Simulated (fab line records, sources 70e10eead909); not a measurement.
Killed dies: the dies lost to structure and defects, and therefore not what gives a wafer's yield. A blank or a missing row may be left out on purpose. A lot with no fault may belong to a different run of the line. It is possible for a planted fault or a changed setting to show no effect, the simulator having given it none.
Which of the tools did it? + flow nand-harc + 36 wafers from 12 lots sampled at 2 of the route's 1159 steps

## WHAT THE GAUGES SHOWED, per wafer
NHARC_A_M0_OVL_MEAS_10: pitch 160 nm.
| lot  | measured     | on         | overlay-x-nm (nm) |
|------|--------------|------------|-------------------|
| L074 | day 17 18:49 | overlay-02 | 0.8 0.5 0.9       |
| L077 | day 17 21:48 | overlay-02 | -0.8 -0.1 0.1     |
| L079 | day 19 00:13 | overlay-02 | 0.2 0.1 0.0       |
| L082 | day 19 11:32 | overlay-02 | 0.2 0.7 1.4       |
| L081 | day 19 17:18 | overlay-01 | 0.2 -0.7 -0.4     |
| L084 | day 20 10:59 | overlay-02 | 2.4 1.5 1.3       |
| L087 | day 20 18:34 | overlay-01 | -0.5 -0.1 0.1     |
| L088 | day 21 10:39 | overlay-01 | -1.2 -0.9 -0.9    |
| L093 | day 22 02:40 | overlay-02 | -0.2 -0.2 -0.3    |
| L094 | day 22 17:49 | overlay-01 | 0.1 0.1 0.0       |
| L095 | day 22 21:03 | overlay-02 | 0.0 0.3 0.1       |
| L097 | day 23 13:42 | overlay-02 | 0.5 0.7 0.8       |

## TOOL THAT RAN EACH LOT (tool first, then ch and the chambers of the sampled wafers, then the start)
| lot  | NHARC_A_BLC_ALD_23                  |
|------|-------------------------------------|
| L074 | ald-metal-01 ch 0,1, day 17 13:44   |
| L077 | ald-metal-01 ch 0,1,3, day 17 19:04 |
| L079 | ald-metal-03 ch 2,3, day 18 21:26   |
| L082 | ald-metal-04 ch 0,2, day 19 07:11   |
| L081 | ald-metal-01 ch 0,2, day 19 13:53   |
| L084 | ald-metal-03 ch 0,3, day 20 04:58   |
| L087 | ald-metal-04 ch 1,2,3, day 20 14:58 |
| L088 | ald-metal-04 ch 0,1,2, day 20 21:36 |
| L093 | ald-metal-01 ch 0,1,3, day 21 23:14 |
| L094 | ald-metal-03 ch 1,2, day 22 15:40   |
| L095 | ald-metal-01 ch 0,1, day 22 18:18   |
| L097 | ald-metal-04 ch 0,1,3, day 23 11:34 |
- NHARC_A_BLC_ALD_23: deposits TiN, target thk 3 nm, pulse time 1 s, ald cycles 150.

## THE ANSWER, worked out from the rows above alone
Rule: the usual values come from the lots themselves. The widest of any qualifying gaps counts: lots, ordered by their means at a reading, are off when they make up no more than a third of the lots, leave a main group of 4 or more, and stand apart from it by 3 or more times the standard deviation of that group's means. A main group is skipped when, at the precision printed for the reading in the tables above, its means are all equal. A lot without any number at a reading at which 4 lots or more have one is off too. Any other lot the step has rows for is counted as sound.
No lot is off at any reading shown: from this, nothing can be told.

## WHAT THE SIMULATOR HAD PUT IN
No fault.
